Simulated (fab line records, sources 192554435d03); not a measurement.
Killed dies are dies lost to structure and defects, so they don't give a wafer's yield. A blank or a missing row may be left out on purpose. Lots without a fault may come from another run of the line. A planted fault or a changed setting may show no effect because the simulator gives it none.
Chamber matching | flow n5_finfet | N5_BEOL_M2_ETCH_69 on rie_diel-03: 4 sister chambers
The step etches SiARC in CF4, target depth 15.6 nm, time 26 s. 20 wafers are shown with their chamber, then 10 later ones without.

WAFERS WITH THEIR CHAMBER
wafer  | chamber | showerhead_plenum_p_Torr (Torr) | throttle_valve_pct (%) | oes_product_au (a.u.)
L080.1 | 2       | 2.26                            | 15.26                  | 0.76
L080.4 | 1       | 2.05                            | 15.21                  | 0.65
L080.6 | 0       | 2.20                            | 15.88                  | 0.58
L085.2 | 3       | 2.13                            | 15.96                  | 0.61
L085.4 | 0       | 2.19                            | 15.91                  | 0.57
L085.5 | 0       | 2.19                            | 15.91                  | 0.58
L086.1 | 3       | 2.13                            | 15.95                  | 0.61
L086.2 | 1       | 2.05                            | 15.23                  | 0.64
L086.6 | 3       | 2.13                            | 15.94                  | 0.61
L087.1 | 1       | 2.05                            | 15.23                  | 0.64
L087.2 | 2       | 2.26                            | 15.28                  | 0.75
L087.3 | 3       | 2.13                            | 15.94                  | 0.61
L087.4 | 0       | 2.19                            | 15.92                  | 0.58
L087.5 | 2       | 2.26                            | 15.29                  | 0.75
L087.6 | 3       | 2.13                            | 15.95                  | 0.61
L089.1 | 0       | 2.19                            | 15.93                  | 0.57
L089.3 | 3       | 2.13                            | 15.95                  | 0.61
L089.6 | 2       | 2.25                            | 15.32                  | 0.73
L090.3 | 3       | 2.12                            | 15.98                  | 0.61
L090.4 | 3       | 2.12                            | 15.98                  | 0.61

SIGNATURES (means of the wafers above)
reading                  | chamber 0 | chamber 1 | chamber 2 | chamber 3 | scatter within a chamber
showerhead_plenum_p_Torr | 2.1920    | 2.0500    | 2.2575    | 2.1275    | 0.00437
throttle_valve_pct       | 15.9100   | 15.2233   | 15.2875   | 15.9563   | 0.0183
oes_product_au           | 0.5760    | 0.6433    | 0.7475    | 0.6100    | 0.00643
Rule: a wafer's distance from a chamber is the root of the sum, over the readings, of the square of ((its reading less the chamber's mean) divided by the reading's scatter). The wafer belongs to the nearest chamber; if the next one is less than 2 further off, it can't be placed. The scatter: the root of (the sum of the squares of (reading less its chamber's mean) over the shown wafers, divided by (wafers less chambers)).

WAFERS WITHOUT THEIR CHAMBER
wafer  | showerhead_plenum_p_Torr (Torr) | throttle_valve_pct (%) | oes_product_au (a.u.)
L090.6 | 2.25                            | 15.32                  | 0.73
L091.1 | 2.25                            | 15.32                  | 0.73
L091.2 | 2.04                            | 15.26                  | 0.62
L091.6 | 2.04                            | 15.27                  | 0.63
L092.1 | 2.25                            | 15.33                  | 0.72
L092.2 | 2.12                            | 16.00                  | 0.59
L092.3 | 2.04                            | 15.29                  | 0.62
L094.1 | 2.04                            | 15.29                  | 0.61
L094.4 | 2.19                            | 15.46                  | 0.85
L094.6 | 2.12                            | 16.00                  | 0.60

WHICH CHAMBER EACH WENT THROUGH
wafer  | from the rows above | in truth
L090.6 | 2                   | 2
L091.1 | 2                   | 2
L091.2 | 1                   | 1
L091.6 | 1                   | 1
L092.1 | 2                   | 2
L092.2 | 3                   | 3
L092.3 | 1                   | 1
L094.1 | 1                   | 1
L094.4 | 2                   | 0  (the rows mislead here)
L094.6 | 3                   | 3
Placed correctly: 9 of 10. Can't be placed from these rows: 0. Placed wrongly: 1.
